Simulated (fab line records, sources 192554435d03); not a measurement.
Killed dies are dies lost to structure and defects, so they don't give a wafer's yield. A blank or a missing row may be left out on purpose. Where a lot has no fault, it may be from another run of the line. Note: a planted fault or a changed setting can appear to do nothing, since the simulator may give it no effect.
Matching of chambers + flow n5_finfet + N5_BEOL_M8_ETCH_61 on rie_diel-04: 4 sister chambers
The step etches SiARC in CF4, target depth 45.5 nm, time 75.8 s. 8 wafers are shown with their chamber, then 8 later ones without.

## WAFERS, EACH WITH ITS CHAMBER
| wafer  | chamber | showerhead_plenum_p_Torr (Torr) | drypump_motor_current_A (A) |
|--------|---------|---------------------------------|-----------------------------|
| L080.1 | 0       | 2.11                            | 5.5                         |
| L089.6 | 1       | 2.25                            | 5.3                         |
| L088.1 | 1       | 2.25                            | 5.3                         |
| L088.6 | 2       | 2.03                            | 5.3                         |
| L090.2 | 3       | 2.21                            | 4.9                         |
| L090.5 | 0       | 2.10                            | 5.4                         |
| L090.6 | 3       | 2.21                            | 4.9                         |
| L092.2 | 2       | 2.03                            | 5.3                         |

## WAFERS MISSING THEIR CHAMBER
| wafer  | showerhead_plenum_p_Torr (Torr) | drypump_motor_current_A (A) |
|--------|---------------------------------|-----------------------------|
| L092.3 | 2.24                            | 5.3                         |
| L092.5 | 2.10                            | 5.5                         |
| L096.3 | 2.21                            | 4.9                         |
| L096.5 | 2.21                            | 4.9                         |
| L096.6 | 2.10                            | 5.4                         |
| L097.1 | 2.24                            | 5.4                         |
| L097.2 | 2.21                            | 4.9                         |
| L097.6 | 2.21                            | 4.9                         |

## CHAMBER TAKEN BY EACH
| wafer  | from the rows above | in truth |
|--------|---------------------|----------|
| L092.3 | 1                   | 1        |
| L092.5 | 0                   | 0        |
| L096.3 | 3                   | 3        |
| L096.5 | 3                   | 3        |
| L096.6 | 0                   | 0        |
| L097.1 | 1                   | 1        |
| L097.2 | 3                   | 3        |
| L097.6 | 3                   | 3        |
Placed correctly: 8 of 8. Left unplaced by these rows: 0. Placed wrongly: 0.
How it was worked out, from the rows above alone: a wafer's distance from a chamber is the root of the sum, over the readings, of the square of ((its reading less the chamber's mean) divided by the reading's scatter). The wafer belongs to the nearest chamber; if the next one is less than 2 further off, it can't be placed. Each chamber's mean is taken over the wafers shown for it. How the scatter is found: for the shown wafers, subtract from each reading the mean of its chamber, square and add these, divide the total by (wafers less chambers), then take the root.
